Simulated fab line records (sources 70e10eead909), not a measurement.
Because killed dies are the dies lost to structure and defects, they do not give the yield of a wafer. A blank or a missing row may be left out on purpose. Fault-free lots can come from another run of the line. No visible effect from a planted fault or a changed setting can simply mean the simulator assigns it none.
Comparing a struck lot with a sound one    flow nand harc    14 out of 1302 route steps
Sound: the wafers L769.2, L769.4, L769.6. Wafers struck: L787.1, L787.6. At the end, the cause is stated.
Each step with rows lists, per side, the tool, then ch with its chambers, then its first start. Under that, the readings that differ: sound wafers    struck wafers    difference of the means    sigmas: that difference in standard deviations of wafers without a fault.
alike: a reading whose means differ by less than 2 such deviations, as well as words and numbers matching on both sides. not compared: withheld readings; readings where some wafer has no value; bounds like >300 that might hide an equal value; numbers whose values overlap and for which the record gives no deviation.
Wherever a step has rows on one side only, a row that says differs or no value, or a row with sigmas, the two part there. Numbers that have no deviation but don't overlap get no sigmas and don't part them. Lack of a reading on every wafer of one side parts them only where that side has two or more wafers.

first, 7 steps without rows for these wafers: NHARC_A_BLC_COAT_03 (time 65 s); NHARC_A_BLC_COAT_04 (resist thk 90 nm); NHARC_A_BLC_SOFTBAKE_05 (time 55 s); NHARC_A_BLC_EBR_06; NHARC_A_BLC_EXPOSE_07 (exposes mask A BLC, target cd 100 nm); NHARC_A_BLC_PEB_08 (peb time 65 s); NHARC_A_BLC_DEVELOP_09 (develop time 35 s).
NHARC_A_BLC_CD_MEAS_10: the cd target is 100 nm.
  sound on cd sem-03 ch 0, day 22 15:24; struck on cd sem-02 ch 0, day 30 06:59
  alike: cd nm
NHARC_A_BLC_OVL_MEAS_11:
  struck on overlay-02, day 30 07:04; sound on overlay-02, day 22 15:29
  alike: overlay x nm, overlay y nm
NHARC_A_BLC_INSPECT_12:
  struck on defect inspect-01, day 30 07:06; sound on defect inspect-01, day 22 15:31
  alike: raw defect count
NHARC_A_BLC_DESCUM_15: chemistry O2, time 3 s.
  sound on rie diel-10 ch 0,2,3, day 22 15:35; struck on rie diel-10 ch 0,3, day 30 07:11
  alike: drypump motor current A, oes product au, rf vpp V, showerhead plenum p Torr, throttle valve pct
  not compared: rf hours counter h
NHARC_A_BLC_ETCH_16: etches the open film in CF4, target depth 39 nm, time 65 s.
  sound on rie diel-10 ch 0,1,2, day 22 15:40; struck on rie diel-10 ch 2,3, day 30 07:17
  alike: drypump motor current A, oes product au, rf vpp V, showerhead plenum p Torr, throttle valve pct
  not compared: rf hours counter h
NHARC_A_BLC_ETCH_17: etches the open film in N2/H2, target depth 390 nm, time 609.38 s.
  sound on rie diel-10 ch 1,2,3, day 22 15:48; struck on rie diel-10 ch 3, day 30 07:59
reading                sound              struck       difference  sigmas
oes product au (a.u.)  0.986 0.998 1.014  0.871 0.865  -0.131      -16
  alike: drypump motor current A, n2 flow sccm, rf vpp V, showerhead plenum p Torr, throttle valve pct
  not compared: rf hours counter h
NHARC_A_BLC_ETCH_18: etches the open film in C4F8/O2/Ar, target depth 910 nm.
  sound on rie diel-10 ch 1,2,3; struck on rie diel-10 ch 0,3
  alike: oes product au, rf vpp V
  not compared: rf hours counter h

## WHERE THEY PART
Only at NHARC_A_BLC_ETCH_17, within this record. Later steps at which nothing parts them and some readings are alike: NHARC_A_BLC_ETCH_18.

WHY: whatever the simulator had introduced
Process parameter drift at NHARC_A_BLC_ETCH_17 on rie diel-10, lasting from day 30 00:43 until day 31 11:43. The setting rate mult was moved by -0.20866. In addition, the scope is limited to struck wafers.
